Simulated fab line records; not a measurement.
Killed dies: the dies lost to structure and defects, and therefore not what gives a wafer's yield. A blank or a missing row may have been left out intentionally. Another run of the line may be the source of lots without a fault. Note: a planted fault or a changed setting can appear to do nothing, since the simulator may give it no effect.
3 desks looking at one fault    flow nandHarc    each desk holds nothing but its own numbers, with what lay behind them at the end

## TOOL OWNER'S DESK, rieSi-01
The tool's own readings at NHARC_A_CHANNEL_FILL_D1_ETCHBACK_19 (etches the open film in HBr/Cl2, target depth 5 nm, time 1.7 s): means of the sampled wafers that have a number, for each lot that ran on this tool. Marked OUT: a lot whose mean sits more than 4 standard deviations from the usual mean, which makes it out of limits; the brackets give that distance.
Columns: A = drypumpMotorCurrentA at NHARC_A_CHANNEL_FILL_D1_ETCHBACK_19, usual 5.7 A; B = oesProductAu at NHARC_A_CHANNEL_FILL_D1_ETCHBACK_19, usual 0.999 a.u.; C = throttleValvePct at NHARC_A_CHANNEL_FILL_D1_ETCHBACK_19, usual 26.405 %
lot   first seen here  A    B                C
L532  day 10 19:21     5.5  1.002            26.409
L541  day 12 22:52     5.6  0.786 (-16) OUT  26.404
Finding of this desk: L541 out of limits; the first was L541 at day 12 22:52, on oesProductAu at NHARC_A_CHANNEL_FILL_D1_ETCHBACK_19. L532: within limits.

## THE DEFECT DESK
Lot by lot, what the route's inspections counted, given as the mean of those sampled wafers with a number. Marked OUT: a lot whose mean sits more than 4 standard deviations from the usual mean, which makes it out of limits; the brackets give that distance.
Columns: A = rawDefectCount at NHARC_A_CHANNEL_HOLE_D1_INSPECT_40, usual 60
lot   first seen here  A
L527  day 8 23:53      53
L532  day 9 19:17      62
L541  day 11 22:25     72
L547  day 13 09:31     66
L550  day 14 08:40     65
Result from this desk: across the 5 lots, nothing is out of limits.

## FROM THE METROLOGY DESK
Lot by lot, what the gauges showed, no matter which tool ran the lot: averages of those sampled wafers that carry a number. Marked OUT: a lot whose mean sits more than 4 standard deviations from the usual mean, which makes it out of limits; the brackets give that distance.
Columns: A = cdNm at NHARC_A_CHANNEL_HOLE_D1_CD_MEAS_30, usual 91.0 nm
lot   first seen here  A
L527  day 8 23:43      91.2
L532  day 9 19:06      90.1
L541  day 11 22:14     91.6
L547  day 13 09:20     90.1
L550  day 14 08:28     92.8
Result from this desk: across the 5 lots, nothing is out of limits.

## ALL TOGETHER
An alarm could have come from the tool owner's desk at day 12 22:52, on L541.
No out-of-limits result turned up at the defect desk.
Metrology desk: nothing out of limits seen.
The defect desk has L541 on record, within its limits.
The metrology desk has L541 on record, within its limits.
The lots listed all ran NHARC_A_CHANNEL_FILL_D1_ETCHBACK_19 on rieSi-01.

## WHAT THE SIMULATOR PUT IN
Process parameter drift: rieSi-01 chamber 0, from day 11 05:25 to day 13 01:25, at NHARC_A_CHANNEL_FILL_D1_ETCHBACK_19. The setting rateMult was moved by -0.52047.
Lots struck among those shown: L541.
Delay in hours, fault start to first out-of-limits reading, by desk: the tool owner's desk at 41.
